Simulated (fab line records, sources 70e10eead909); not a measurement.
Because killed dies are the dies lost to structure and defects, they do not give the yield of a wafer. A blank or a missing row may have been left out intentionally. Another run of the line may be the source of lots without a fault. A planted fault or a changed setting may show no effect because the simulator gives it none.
Matching of chambers :: flow nand_harc :: NHARC_A_DECK1_JOINT_CMP_02 on cmp-03 has 4 sister chambers
The step polishes SiOx. 20 wafers are shown with their chamber, then 10 later ones without.

== WAFERS, EACH WITH ITS CHAMBER ==
wafer: L075.1
chamber: 1
motor_current_A (A): 10.8
edge_zone_pressure_frac: 0.997

wafer: L075.2
chamber: 0
motor_current_A (A): 11.9
edge_zone_pressure_frac: 1.004

wafer: L075.5
chamber: 2
motor_current_A (A): 12.8
edge_zone_pressure_frac: 0.999

wafer: L076.2
chamber: 3
motor_current_A (A): 13.2
edge_zone_pressure_frac: 0.998

wafer: L076.3
chamber: 1
motor_current_A (A): 9.8
edge_zone_pressure_frac: 1.007

wafer: L076.5
chamber: 0
motor_current_A (A): 13.0
edge_zone_pressure_frac: 1.002

wafer: L079.3
chamber: 1
motor_current_A (A): 10.4
edge_zone_pressure_frac: 0.997

wafer: L079.5
chamber: 1
motor_current_A (A): 10.1
edge_zone_pressure_frac: 1.004

wafer: L079.6
chamber: 2
motor_current_A (A): 13.2
edge_zone_pressure_frac: 0.997

wafer: L083.1
chamber: 2
motor_current_A (A): 12.7
edge_zone_pressure_frac: 1.000

wafer: L083.3
chamber: 1
motor_current_A (A): 10.6
edge_zone_pressure_frac: 1.005

wafer: L083.4
chamber: 0
motor_current_A (A): 11.8
edge_zone_pressure_frac: 0.993

wafer: L084.3
chamber: 0
motor_current_A (A): 12.6
edge_zone_pressure_frac: 0.996

wafer: L084.5
chamber: 2
motor_current_A (A): 13.1
edge_zone_pressure_frac: 1.006

wafer: L084.6
chamber: 1
motor_current_A (A): 10.5
edge_zone_pressure_frac: 1.001

wafer: L088.4
chamber: 0
motor_current_A (A): 12.2
edge_zone_pressure_frac: 0.999

wafer: L088.5
chamber: 0
motor_current_A (A): 12.0
edge_zone_pressure_frac: 1.005

wafer: L088.6
chamber: 1
motor_current_A (A): 10.3
edge_zone_pressure_frac: 0.996

wafer: L090.2
chamber: 2
motor_current_A (A): 13.4
edge_zone_pressure_frac: 1.003

wafer: L090.3
chamber: 1
motor_current_A (A): 10.7
edge_zone_pressure_frac: 0.991

SIGNATURES (means of the wafers above)
reading: motor_current_A
chamber 0: 12.250
chamber 1: 10.400
chamber 2: 13.040
chamber 3: 13.200
scatter within a chamber: 0.368

reading: edge_zone_pressure_frac
chamber 0: 0.99983
chamber 1: 0.99975
chamber 2: 1.00100
chamber 3: 0.99800
scatter within a chamber: 0.00478
Rule: a wafer's distance from a chamber is the root of the sum, over the readings, of the square of ((its reading less the chamber's mean) divided by the reading's scatter). The wafer belongs to the nearest chamber; if the next one is less than 2 further off, it can't be placed. The scatter: the root of (the sum of the squares of (reading less its chamber's mean) over the shown wafers, divided by (wafers less chambers)).

== WAFERS WITH NO CHAMBER GIVEN ==
wafer: L090.4
motor_current_A (A): 13.0
edge_zone_pressure_frac: 1.001

wafer: L092.3
motor_current_A (A): 13.0
edge_zone_pressure_frac: 1.002

wafer: L092.5
motor_current_A (A): 10.2
edge_zone_pressure_frac: 0.997

wafer: L092.6
motor_current_A (A): 12.5
edge_zone_pressure_frac: 1.008

wafer: L093.1
motor_current_A (A): 12.1
edge_zone_pressure_frac: 0.999

wafer: L093.3
motor_current_A (A): 10.8
edge_zone_pressure_frac: 0.995

wafer: L093.6
motor_current_A (A): 10.5
edge_zone_pressure_frac: 0.993

wafer: L094.2
motor_current_A (A): 12.3
edge_zone_pressure_frac: 0.995

wafer: L094.4
motor_current_A (A): 12.5
edge_zone_pressure_frac: 1.005

wafer: L094.6
motor_current_A (A): 12.3
edge_zone_pressure_frac: 0.997

== WHICH CHAMBER EACH ONE RAN IN ==
wafer: L090.4
from the rows above: can't be placed: 2 or 3 or 0
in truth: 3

wafer: L092.3
from the rows above: can't be placed: 2 or 3 or 0
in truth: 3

wafer: L092.5
from the rows above: 1
in truth: 1

wafer: L092.6
from the rows above: can't be placed: 0 or 2 or 3
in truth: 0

wafer: L093.1
from the rows above: 0
in truth: 0

wafer: L093.3
from the rows above: 1
in truth: 1

wafer: L093.6
from the rows above: 1
in truth: 1

wafer: L094.2
from the rows above: can't be placed: 0 or 2 or 3
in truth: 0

wafer: L094.4
from the rows above: can't be placed: 0 or 2 or 3
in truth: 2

wafer: L094.6
from the rows above: can't be placed: 0 or 2 or 3
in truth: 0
Correct placement for 4 of the 10. Can't be placed from these rows: 6 (the true chamber is among the candidates in 6). Placed wrongly: 0.
